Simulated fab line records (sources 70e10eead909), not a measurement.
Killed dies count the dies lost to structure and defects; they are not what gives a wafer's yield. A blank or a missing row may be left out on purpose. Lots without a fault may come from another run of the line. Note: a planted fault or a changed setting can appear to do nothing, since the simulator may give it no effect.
fab line records	flow nand_harc	part 1 of 2: steps 1 to 22 of 37
record lots=5	wafers=15	last_day=25
route steps=1159 shown A_STAIRCASE@686
lots untouched by any fault: they come from a run of this same line in which no faults occurred
start_h: start of the lot's first displayed wafer, in hours after the record's first day	wait_h: time in hours since the lot's previous step	" unchanged from the row above	L1.1+2: a single row standing in for several wafers	- no value, or no start given	* or withheld: withheld	< > ~ a bound
route shown NAME@n: a module of which the file shows steps, and the number in the route of the first	usual: mean and standard deviation over wafers with no fault	same: alike in all rows	chamber/n: place in a boat	sites: readings site by site	_std_site: the values' standard deviation	_edge_site: mean of outer sites minus mean of inner sites	radius_mm: how far each site lies from the wafer's centre	mask NAME#n: copy n	behind: the most recent tool/chamber to have shaped the wafer	hold: reason for holding the lot/hours on hold/outcome of the hold	device: transistor that didn't switch, given as n, p or np	end of line: at the end of the route, the tests of the same wafers	for a step that has no rows: nothing shown but its recipe	killed: dies lost to structure and defects at the first sort, not the wafer's yield	map: dies across one wafer; x = killed, . = not, _ = none there
set.NAME: the setting as run; set.NAME@STEP: as run at that earlier step	model.NAME: the simulator's own value behind a step, which no gauge read
lots seen at some steps along the route; tables by step, rows by wafer
services: a tool's chamber out of use, with start hour (start_h, from the record's first day; less than 0 if before it), hours out, and reason
## steps
# step NHARC_A_STAIRCASE_HARDBAKE_311
# recipe temp_c=120	time_s=140
lot.wafer	tool	chamber	start_h	wait_h
L076.3+4+5	litho_track-05	0	276.92	-
L087.2+3+6	litho_track-02	0	338.78	-
L094.1+2+3	litho_track-02	0	379.41	-
L095.1+3+4	litho_track-05	0	380.79	-
L096.1+2+6	litho_track-05	0	402.35	-
# step NHARC_A_STAIRCASE_DESCUM_312
# recipe time_s=3	o2_flow_sccm=200	ar_flow_sccm=0	bias_power_w=0	chemistry=O2
# usual drypump_motor_current_A=5.6/0.48	oes_product_au=0.997/0.0077	rf_vpp_V=57.7/0.99	showerhead_plenum_p_Torr=1.89/0.094	throttle_valve_pct=11.311/0.01
lot.wafer	tool	chamber	start_h	wait_h	drypump_motor_current_A	oes_product_au	rf_hours_counter_h	rf_vpp_V	showerhead_plenum_p_Torr	throttle_valve_pct
L076.3	rie_diel-01	3	277.01	-	5.2	0.994	41	57.9	2.00	11.308
L076.4	"	1	"	"	5.4	0.993	51	57.6	1.81	11.312
L076.5	"	2	"	"	4.8	0.999	-	56.7	1.94	11.338
L087.3	rie_diel-08	3	338.87	-	5.5	0.994	13	57.0	1.77	11.302
L087.2	"	1	"	"	6.4	0.990	14	57.7	1.85	11.314
L087.6	"	0	"	"	5.9	0.988	-	57.0	1.78	11.308
L094.2	rie_diel-08	0	379.54	-	5.9	1.005	29	57.1	1.77	11.311
L094.3	"	2	"	"	5.2	0.998	28	57.5	2.04	11.318
L094.1	"	3	"	"	5.5	0.994	28	58.1	1.77	11.320
L095.1	rie_diel-04	3	380.89	-	6.7	1.003	28	57.1	1.82	11.289
L095.3	"	0	"	"	5.9	1.003	33	57.3	1.95	11.306
L095.4	"	1	"	"	5.0	1.000	26	57.1	1.89	11.314
L096.2	rie_diel-08	1	402.45	-	6.4	1.005	34	57.0	1.84	11.326
L096.1	"	2	"	"	5.2	1.002	39	58.4	2.04	11.315
L096.6	"	0	"	"	5.9	0.987	-	58.0	1.77	11.321
# step NHARC_A_STAIRCASE_ETCH_313
# recipe cf4_flow_sccm=100	chf3_flow_sccm=30	ar_flow_sccm=0	rf_w=500	bias_w=200	chemistry=CF4/CHF3
# usual bias_w=200.0/0.54	drypump_motor_current_A=5.5/0.48	oes_product_au=0.928/0.016	rf_vpp_V=370.1/2.6	showerhead_plenum_p_Torr=1.56/0.075	throttle_valve_pct=16.802/0.009
lot.wafer	tool	chamber	start_h	wait_h	bias_w	drypump_motor_current_A	oes_product_au	rf_hours_counter_h	rf_vpp_V	showerhead_plenum_p_Torr	throttle_valve_pct
L076.3	rie_diel-01	0	277.10	0.1	199.4	5.8	0.914	35	372.2	1.64	16.799
L076.4	"	2	"	"	199.8	4.8	0.921	54	370.7	1.60	16.804
L076.5	"	0	"	"	200.3	5.8	0.921	-	371.4	1.64	16.803
L087.2	rie_diel-08	1	338.97	0.1	199.2	6.4	0.937	14	368.2	1.52	16.799
L087.3	"	2	"	"	199.7	5.2	0.931	13	374.4	1.68	16.800
L087.6	"	0	"	"	200.3	5.9	0.922	-	366.8	1.47	16.802
L094.3	rie_diel-08	2	379.73	0.2	199.0	5.2	0.939	28	373.6	1.67	16.806
L094.2	"	3	"	"	199.7	5.5	0.922	28	366.8	1.46	16.799
L094.1	"	0	"	"	200.0	5.9	0.913	29	368.6	1.47	16.824
L095.1	rie_diel-04	2	380.97	0.1	199.9	5.4	0.935	31	370.1	1.55	16.803
L095.4	"	0	"	"	200.2	5.9	0.923	33	370.7	1.60	16.814
L095.3	"	1	"	"	199.8	5.0	0.931	26	368.5	1.55	16.809
L096.2	rie_diel-08	2	402.53	0.1	200.6	5.2	0.925	39	373.5	1.67	16.806
L096.1	"	0	"	"	199.2	5.9	0.919	39	367.2	1.46	16.791
L096.6	"	2	"	"	201.1	5.2	0.918	-	374.5	1.67	16.799
# step NHARC_A_STAIRCASE_HM_OPEN_463
# recipe o2_flow_sccm=400	cos_flow_sccm=20	ar_flow_sccm=0	rf_w=500	bias_w=300	chemistry=O2/COS
# usual bias_w=300.0/0.9	drypump_motor_current_A=5.5/0.46	oes_product_au=0.997/0.0066	rf_vpp_V=467/3.3	showerhead_plenum_p_Torr=3.09/0.15	throttle_valve_pct=28.330/0.0088
lot.wafer	tool	chamber	start_h	wait_h	bias_w	drypump_motor_current_A	oes_product_au	rf_hours_counter_h	rf_vpp_V	showerhead_plenum_p_Torr	throttle_valve_pct
L076.3	rie_diel-01	0	-	-	301.2	5.8	0.991	35	470	3.25	28.335
L076.4	"	1	"	"	299.4	5.4	1.006	51	464	2.96	28.332
L076.5	"	3	"	"	299.1	5.2	0.999	-	470	3.26	28.326
L087.3	rie_diel-08	1	-	-	299.9	6.4	1.003	14	464	3.02	28.329
L087.2	"	0	"	"	299.0	5.9	0.989	14	463	2.91	28.318
L087.6	"	1	"	"	299.5	6.4	1.005	-	464	3.02	28.317
L094.2	rie_diel-08	0	-	-	300.5	5.9	0.994	29	462	2.91	28.320
L094.1	"	1	"	"	299.1	6.4	0.997	24	466	3.01	28.335
L094.3	"	3	"	"	300.0	5.5	0.997	28	461	2.90	28.326
L095.4	rie_diel-04	1	-	-	301.2	5.0	1.006	26	467	3.08	28.336
L095.3	"	3	"	"	300.5	6.7	0.995	28	466	2.98	28.324
L095.1	"	0	"	"	299.3	6.0	0.998	33	467	3.17	28.326
L096.2	rie_diel-08	3	-	-	301.8	5.5	0.996	38	462	2.90	28.327
L096.1	"	0	"	"	299.2	5.9	1.002	39	462	2.90	28.343
L096.6	"	2	"	"	299.0	5.2	0.997	-	471	3.32	28.337
# step NHARC_A_STAIRCASE_STRIP_464
# recipe o2_flow_sccm=400	cos_flow_sccm=20	ar_flow_sccm=0	bias_w=0	chemistry=O2/COS
lot.wafer	tool	chamber	start_h	wait_h
L076.4+3+5	rie_diel-01	2,0,2	-	-
L087.2+3+6	rie_diel-08	2,0,2	-	-
L094.3+1+2	rie_diel-08	3,0,1	-	-
L095.1+3+4	rie_diel-04	0,1,2	-	-
L096.1+2+6	rie_diel-08	1,3,2	-	-
# step NHARC_A_STAIRCASE_ETCH_453
# recipe target_depth_a=300	overetch_a=30	time_s=16.5	ion_energy_ev=100	cf4_flow_sccm=80	o2_flow_sccm=20	ar_flow_sccm=0	rf_w=300	bias_w=100	chemistry=CF4/O2
# usual bias_w=100.03/0.3	drypump_motor_current_A=5.6/0.45	oes_product_au=0.998/0.0084	rf_vpp_V=197.4/1.6	showerhead_plenum_p_Torr=1.32/0.066	throttle_valve_pct=13.398/0.009
lot.wafer	tool	chamber	start_h	wait_h	bias_w	drypump_motor_current_A	oes_product_au	rf_hours_counter_h	rf_vpp_V	showerhead_plenum_p_Torr	throttle_valve_pct
L076.3	rie_diel-01	1	-	-	99.67	5.5	0.995	51	195.4	1.26	13.393
L076.4	"	0	"	"	100.10	5.8	0.976	35	198.9	1.39	13.402
L076.5	"	1	"	"	100.10	5.5	0.996	-	195.8	1.26	13.404
L087.3	rie_diel-08	2	-	-	100.69	5.2	1.015	13	199.6	1.43	13.396
L087.2	"	3	"	"	99.98	5.5	1.013	13	195.7	1.24	13.393
L087.6	"	1	"	"	99.76	6.4	1.014	-	197.1	1.29	13.398
L094.1	rie_diel-08	1	-	-	99.78	6.4	1.004	24	197.8	1.29	13.395
L094.2	"	3	"	"	99.81	5.5	1.001	28	194.7	1.24	13.406
L094.3	"	0	"	"	99.89	5.9	0.989	30	195.9	1.24	13.386
L095.3	rie_diel-04	3	-	-	100.04	6.7	1.004	28	195.9	1.27	13.405
L095.1	"	0	"	"	99.88	5.9	1.001	33	198.9	1.36	13.403
L095.4	"	2	"	"	99.87	5.4	0.998	31	198.3	1.32	13.408
L096.1	rie_diel-08	1	-	-	99.53	6.4	0.994	34	195.4	1.28	13.406
L096.2	"	2	"	"	100.27	5.2	1.003	39	199.9	1.42	13.391
L096.6	"	3	"	"	100.09	5.5	0.996	-	195.0	1.23	13.388
# step NHARC_A_STAIRCASE_ETCH_315
# recipe target_depth_a=25000	time_s=607.1	ion_energy_ev=800	c4f8_flow_sccm=80	o2_flow_sccm=60	ar_flow_sccm=withheld	rf_w=600	bias_w=3000	chemistry=C4F8/O2/Ar
# usual bias_w=3000/9.5	oes_product_au=0.929/0.0081	rf_vpp_V=1825/12
lot.wafer	tool	chamber	start_h	wait_h	bias_w	oes_product_au	rf_hours_counter_h	rf_vpp_V
L076.4	rie_diel-01	1	-	-	2998	0.924	51	1812
L076.3	"	2	"	"	3015	0.922	54	1830
L076.5	"	1	"	"	3014	0.931	-	1813
L087.2	rie_diel-08	3	-	-	2992	0.928	13	1808
L087.3	"	1	"	"	3002	0.927	15	1820
L087.6	"	3	"	"	3007	0.930	-	1808
L094.2	rie_diel-08	3	-	-	2985	0.929	29	1808
L094.3	"	0	"	"	2993	0.927	30	1808
L094.1	"	1	"	"	2987	0.942	25	1817
L095.1	rie_diel-04	0	-	-	3001	0.930	33	1831
L095.4	"	1	"	"	3004	0.928	26	1824
L095.3	"	2	"	"	3002	0.926	31	1823
L096.2	rie_diel-08	2	-	-	3000	0.921	39	1843
L096.1	"	3	"	"	2996	0.922	38	1809
L096.6	"	0	"	"	3009	0.916	-	1809
# step NHARC_A_STAIRCASE_STRIP_316
# recipe o2_flow_sccm=500	ar_flow_sccm=0	bias_w=0	chemistry=O2
# usual drypump_motor_current_A=5.6/0.47	oes_product_au=0.997/0.0079	rf_vpp_V=57.8/0.82	showerhead_plenum_p_Torr=3.49/0.16	throttle_valve_pct=17.037/0.0096
# same bias_w=0
lot.wafer	tool	chamber	start_h	wait_h	drypump_motor_current_A	oes_product_au	rf_hours_counter_h	rf_vpp_V	showerhead_plenum_p_Torr	throttle_valve_pct
L076.3	rie_diel-01	3	-	-	5.2	0.993	42	57.5	3.68	17.036
L076.4	"	0	"	"	5.8	0.999	36	57.4	3.67	17.039
L076.5	"	3	"	"	5.2	0.999	-	58.5	3.68	17.022
L087.3	rie_diel-08	1	-	-	6.4	1.012	15	57.6	3.41	17.038
L087.2	"	2	"	"	5.2	1.011	14	58.7	3.76	17.050
L087.6	"	0	"	"	5.9	1.001	-	56.0	3.30	17.027
L094.3	rie_diel-08	1	-	-	6.4	1.012	25	59.1	3.41	17.044
L094.2	"	3	"	"	5.5	1.003	29	58.2	3.28	17.056
L094.1	"	0	"	"	5.9	0.986	31	57.5	3.29	17.027
L095.3	rie_diel-04	2	-	-	5.4	0.993	31	58.3	3.48	17.025
L095.1	"	3	"	"	6.7	0.995	29	58.2	3.37	17.035
L095.4	"	0	"	"	5.9	1.002	34	57.3	3.59	17.035
L096.1	rie_diel-08	2	-	-	5.2	1.008	39	59.5	3.75	17.045
L096.2	"	1	"	"	6.4	1.005	35	57.1	3.40	17.011
L096.6	"	3	"	"	5.5	0.994	-	56.8	3.28	17.033
# step NHARC_A_STAIRCASE_STRIP_317
# recipe time_s=900	temp_c=130	chemistry=SPM
lot.wafer	tool	chamber	start_h	wait_h
L076.5+3+4	wet_bench-09	0,1,4	278.34	-
L087.2+6+3	wet_bench-09	7,1,3	340.31	-
L094.3+2+1	wet_bench-04	6,7,2	381.91	-
L095.4+3+1	wet_bench-09	2,4,5	382.24	-
L096.1+2+6	wet_bench-01	2,3,6	403.89	-
# step NHARC_A_STAIRCASE_PRECLEAN_318
# recipe time_s=*	temp_c=50	bath_age_min=0	chemistry=SC1
lot.wafer	tool	chamber	start_h	wait_h
L076.5+3+4	wet_bench-09	0,1,4	-	-
L087.2+6+3	wet_bench-09	7,1,3	-	-
L094.3+2+1	wet_bench-04	6,7,2	-	-
L095.4+3+1	wet_bench-09	2,4,5	-	-
L096.1+2+6	wet_bench-01	2,3,6	-	-
# step NHARC_A_STAIRCASE_SRD_329
lot.wafer	tool	chamber	start_h	wait_h
L076.5+3+4	wet_bench-09	0,1,4	-	-
L087.2+6+3	wet_bench-09	7,1,3	-	-
L094.3+2+1	wet_bench-04	6,7,2	-	-
L095.4+3+1	wet_bench-09	2,4,5	-	-
L096.1+2+6	wet_bench-01	2,3,6	-	-
# step NHARC_A_STAIRCASE_ALD_415
# recipe target_thk_a=300	pulse_time_s=6	ald_cycles=300	temp_c=300	material=SiO2
# usual heater_power_w=480/55	precursor_pulse_height_rel=0.999/0.017
# same pulse_time_s=6
lot.wafer	tool	chamber	start_h	wait_h	heater_power_w	precursor_pulse_height_rel
L076.3	ald_hk-03	2	279.43	0.6	420	0.997
L076.4	"	1	"	"	568	1.011
L076.5	"	2	"	"	415	1.002
L087.3	ald_hk-03	3	341.19	0.4	511	1.011
L087.2	"	2	"	"	415	0.983
L087.6	"	0	"	"	500	1.002
L094.2	ald_hk-03	1	382.42	0.1	550	0.999
L094.1	"	2	"	"	404	0.967
L094.3	"	3	"	"	529	0.991
L095.1	ald_hk-02	0	382.74	0.1	446	0.988
L095.4	"	1	"	"	404	0.991
L095.3	"	3	"	"	487	0.978
L096.2	ald_hk-02	0	404.63	0.3	449	1.006
L096.1	"	2	"	"	453	1.013
L096.6	"	0	"	"	454	0.982
# step NHARC_A_STAIRCASE_ETCHBACK_416
# recipe target_depth_a=360	time_s=7.2	c4f8_flow_sccm=withheld	o2_flow_sccm=8	ar_flow_sccm=withheld	rf_w=600	bias_w=800	chemistry=C4F8/O2/Ar
# usual bias_w=800.1/2.4	oes_product_au=0.94/0.031	rf_vpp_V=723/4.3
lot.wafer	tool	chamber	start_h	wait_h	bias_w	oes_product_au	rf_hours_counter_h	rf_vpp_V
L076.4	rie_diel-01	1	-	-	801.1	0.92	52	717
L076.3	"	0	"	"	799.6	0.92	36	726
L076.5	"	2	"	"	798.9	0.92	-	726
L087.3	rie_diel-01	1	-	-	799.3	0.99	7	717
L087.2	"	2	"	"	799.7	1.01	6	724
L087.6	"	1	"	"	800.6	0.99	-	716
L094.2	rie_diel-04	2	-	-	800.5	0.93	32	720
L094.1	"	3	"	"	801.2	0.93	30	718
L094.3	"	0	"	"	798.8	0.93	35	725
L095.4	rie_diel-04	0	-	-	802.0	0.93	35	724
L095.1	"	1	"	"	797.1	0.93	27	723
L095.3	"	2	"	"	799.8	0.92	32	722
L096.2	rie_diel-04	1	-	-	799.5	0.92	38	721
L096.1	"	2	"	"	800.3	0.91	42	721
L096.6	"	2	"	"	803.6	0.92	-	722
# step NHARC_A_STAIRCASE_STRIP_476
# recipe time_s=20	o2_flow_sccm=500	ar_flow_sccm=0	bias_w=0	chemistry=O2
# usual drypump_motor_current_A=5.5/0.52	oes_product_au=0.998/0.0065	rf_vpp_V=57.8/0.89	showerhead_plenum_p_Torr=3.51/0.14	throttle_valve_pct=17.036/0.0086
# same bias_w=0
lot.wafer	tool	chamber	start_h	wait_h	drypump_motor_current_A	oes_product_au	rf_hours_counter_h	rf_vpp_V	showerhead_plenum_p_Torr	throttle_valve_pct
L076.3	rie_diel-01	2	281.76	0.2	4.8	0.996	55	58.4	3.58	17.045
L076.4	"	3	"	"	5.2	0.984	42	57.7	3.68	17.019
L076.5	"	2	"	"	4.8	0.996	-	58.9	3.58	17.038
L087.2	rie_diel-01	2	343.40	0.1	4.8	0.998	6	56.3	3.57	17.034
L087.3	"	0	"	"	5.8	0.991	8	59.0	3.66	17.031
L087.6	"	3	"	"	5.1	0.991	-	57.6	3.67	17.019
L094.1	rie_diel-04	3	384.59	0.1	6.7	1.000	30	57.7	3.37	17.031
L094.3	"	0	"	"	5.9	1.014	35	58.1	3.59	17.050
L094.2	"	1	"	"	5.0	1.000	27	57.7	3.48	17.033
L095.3	rie_diel-04	1	384.93	0.1	5.0	1.006	27	57.5	3.48	17.039
L095.4	"	2	"	"	5.4	0.994	32	58.0	3.48	17.038
L095.1	"	3	"	"	6.7	1.002	30	56.0	3.37	17.028
L096.1	rie_diel-04	3	406.75	0.3	6.7	1.003	38	56.9	3.36	17.026
L096.2	"	1	"	"	5.0	1.005	38	56.0	3.48	17.037
L096.6	"	3	"	"	6.7	0.998	-	58.1	3.36	17.020
# step NHARC_A_STAIRCASE_DEP_417
# recipe target_thk_a=600	step_coverage_pct=20	temp_c=400	target_thk_nm=60	flow_sccm=200	rf_w=450	material=Si3N4
# usual heater_power_w=761/150	showerhead_vpp_V=1305/45
lot.wafer	tool	chamber	start_h	wait_h	heater_power_w	showerhead_vpp_V
L076.3	pecvd-02	0	281.94	-	592	1227
L076.4	"	2	"	"	955	1259
L076.5	"	0	"	"	596	1250
L087.2	pecvd-01	0	343.62	-	896	1301
L087.3	"	2	"	"	466	1333
L087.6	"	0	"	"	899	1300
L094.1	pecvd-02	1	384.73	-	733	1349
L094.3	"	2	"	"	1002	1275
L094.2	"	0	"	"	712	1239
L095.3	pecvd-01	2	385.25	-	523	1318
L095.1	"	0	"	"	938	1306
L095.4	"	2	"	"	523	1333
L096.1	pecvd-02	1	406.84	-	723	1359
L096.2	"	2	"	"	1022	1234
L096.6	"	0	"	"	759	1244
# step NHARC_A_STAIRCASE_WET_418
# recipe temp_c=160	target_depth_a=200	chemistry=H3PO4
lot.wafer	tool	chamber	start_h	wait_h
L076.3+4+5	wet_h3po4-01	1	283.42	-
L087.2+3+6	wet_h3po4-01	0	346.69	-
L094.1+2+3	wet_h3po4-01	0	387.79	-
L095.1+3+4	wet_h3po4-01	1	387.79	-
L096.1+2+6	wet_h3po4-02	1	409.90	-
# step NHARC_A_STAIRCASE_PRECLEAN_419
# recipe time_s=*	temp_c=50	bath_age_min=0	chemistry=SC1
lot.wafer	tool	chamber	start_h	wait_h
L076.5+4+3	wet_bench-04	2,3,7	284.00	0.0
L087.6+2+3	wet_bench-09	6,0,1	347.26	0.0
L095.1+4+3	wet_bench-09	0,1,4	388.36	0.0
L094.2+1+3	wet_bench-04	5,6,7	388.38	0.0
L096.1+2+6	wet_bench-04	3,5,6	410.49	0.0
# step NHARC_A_STAIRCASE_SRD_421
lot.wafer	tool	chamber	start_h	wait_h
L076.5+4+3	wet_bench-04	2,3,7	-	-
L087.6+2+3	wet_bench-09	6,0,1	-	-
L095.1+4+3	wet_bench-09	0,1,4	-	-
L094.2+1+3	wet_bench-04	5,6,7	-	-
L096.1+2+6	wet_bench-04	3,5,6	-	-
# step NHARC_A_STAIRCASE_ALD_420
# recipe target_thk_a=200	pulse_time_s=6	ald_cycles=200	temp_c=300	material=SiO2
# usual heater_power_w=481/56	precursor_pulse_height_rel=0.997/0.023
# same pulse_time_s=6
lot.wafer	tool	chamber	start_h	wait_h	heater_power_w	precursor_pulse_height_rel
L076.3	ald_hk-01	2	284.14	-	538	1.010
L076.4	"	0	"	"	473	0.979
L076.5	"	2	"	"	534	0.962
L087.3	ald_hk-01	0	347.40	-	467	0.988
L087.2	"	3	"	"	456	1.004
L087.6	"	1	"	"	409	0.990
L095.3	ald_hk-02	2	388.66	-	448	1.012
L095.4	"	3	"	"	494	1.003
L095.1	"	0	"	"	451	1.009
L094.2	ald_hk-01	0	388.66	-	466	0.978
L094.1	"	1	"	"	406	1.027
L094.3	"	2	"	"	542	1.019
L096.1	ald_hk-02	2	410.78	-	449	0.990
L096.2	"	3	"	"	485	0.995
L096.6	"	1	"	"	400	1.012
# step NHARC_A_STAIRCASE_CVD_552
# recipe target_thk_a=400	temp_c=700	pressure_mtorr=300	material=SiNx
lot.wafer	tool	chamber	start_h	wait_h
L076.3+4+5	lpcvd-01	1	-	-
L087.2+3+6	lpcvd-01	0	352.08	3.4
L094.1+2+3	lpcvd-01	1	-	-
L095.1+3+4	lpcvd-01	1	-	-
L096.1+2+6	lpcvd-02	0	-	-
# step NHARC_A_STAIRCASE_DEP_151
# recipe target_thk_a=38000	temp_c=400	target_thk_nm=3800	teos_flow_sccm=200	rf_w=500	material=SiO2
# usual heater_power_w=689/140
lot.wafer	tool	chamber	start_h	wait_h	heater_power_w
L076.3	pecvd-04	0	292.57	0.5	697
L076.5	"	1	"	"	678
L076.4	"	2	"	"	490
L087.2	pecvd-01	1	355.71	0.4	818
L087.3	"	0	"	"	928
L087.6	"	2	"	"	444
L094.3	pecvd-01	1	396.75	0.4	735
L094.1	"	2	"	"	551
L094.2	"	0	"	"	898
L095.1	pecvd-02	2	396.85	0.5	875
L095.3	"	0	"	"	719
L095.4	"	1	"	"	620
L096.2	pecvd-02	0	418.99	0.5	700
L096.1	"	1	"	"	645
L096.6	"	1	"	"	597
# step NHARC_A_STAIRCASE_ANNEAL_320
# recipe temp_c=750	time_s=1800
lot.wafer	tool	chamber	start_h	wait_h
L076.3+4+5	furnace-03	0	297.47	-
L087.2+3+6	furnace-03	0	359.40	-
L094.1+2+3	furnace-05	0	402.18	-
L095.1+3+4	furnace-05	0	402.18	-
L096.1+2+6	furnace-03	0	426.50	-
